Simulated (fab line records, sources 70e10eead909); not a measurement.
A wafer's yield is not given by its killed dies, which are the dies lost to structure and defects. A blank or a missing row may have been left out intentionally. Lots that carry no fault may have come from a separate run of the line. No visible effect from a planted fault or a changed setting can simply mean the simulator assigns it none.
Struck lot and sound lot, side by side + flow nandHarc + 14 steps out of a route of 1302
Sound: the wafers L798.2, L798.3, L798.6. Wafers L807.2, L807.4, L807.6 were the ones struck. Last of all comes the cause.
Order at every step that has rows: each side's tool, ch and its chambers, its first start. Under that, the readings that differ: sound wafers + struck wafers + difference of the means + sigmas: that difference in standard deviations of wafers without a fault.
alike: a reading whose means differ by less than 2 such deviations, as well as words and numbers matching on both sides. not compared: withheld readings; readings where some wafer has no value; bounds like >300 that might hide an equal value; numbers whose values overlap and for which the record gives no deviation.
The two part at a step that has a row with sigmas, a row that says differs or no value, or rows on one side only. When numbers do not overlap yet have no deviation, they are printed without sigmas and do not part them. A reading missing from all wafers of one side parts the sides only when that side holds two or more wafers.

first, 1 step without rows for these wafers: NHARC_P_ZERO_WELL_HARDBAKE_25 (time 80 s).
NHARC_P_ZERO_WELL_DESCUM_26: chemistry O2, time 3 s.
  sound on rieDiel-10 ch 2,3, day 2 08:52; struck on rieDiel-10 ch 0,1, day 6 02:50
  alike: drypumpMotorCurrentA, oesProductAu, rfVppV, showerheadPlenumPTorr, throttleValvePct
  not compared: rfHoursCounterH
then, 10 steps without rows for these wafers: NHARC_P_ZERO_WELL_IMPLANT_27; NHARC_P_ZERO_WELL_IMPLANT_57; NHARC_P_ZERO_WELL_IMPLANT_58; NHARC_P_ZERO_WELL_STRIP_28 (strips in SPM, time 840 s); NHARC_P_ZERO_WELL_DEHYDRATE_29 (time 120 s); NHARC_P_ZERO_WELL_HMDS_30 (time 30 s); NHARC_P_ZERO_WELL_COAT_31; NHARC_P_ZERO_WELL_SOFTBAKE_32 (time 95 s); NHARC_P_ZERO_WELL_EBR_33; NHARC_P_ZERO_WELL_EXPOSE_34 (exposes mask P PWELL, target cd 720 nm).
NHARC_P_ZERO_WELL_PEB_35: peb time 85 s.
  sound on lithoTrack-02 ch 0, day 2 10:08; struck on lithoTrack-02, day 6 04:13
  no value came back on the struck wafers for chillPlateTempC (C), exhaustPa (Pa), heaterPowerTotalW (W); on the sound wafers chillPlateTempC (C) reads 23.29 23.09 23.06
then, 1 step without rows for these wafers: NHARC_P_ZERO_WELL_DEVELOP_36 (time 70 s).

WHERE THEY PART
Only at NHARC_P_ZERO_WELL_PEB_35, within this record.

WHY: whatever the simulator had introduced
Whole step skipped at NHARC_P_ZERO_WELL_PEB_35 on lithoTrack-02, starting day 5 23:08. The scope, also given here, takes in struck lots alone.
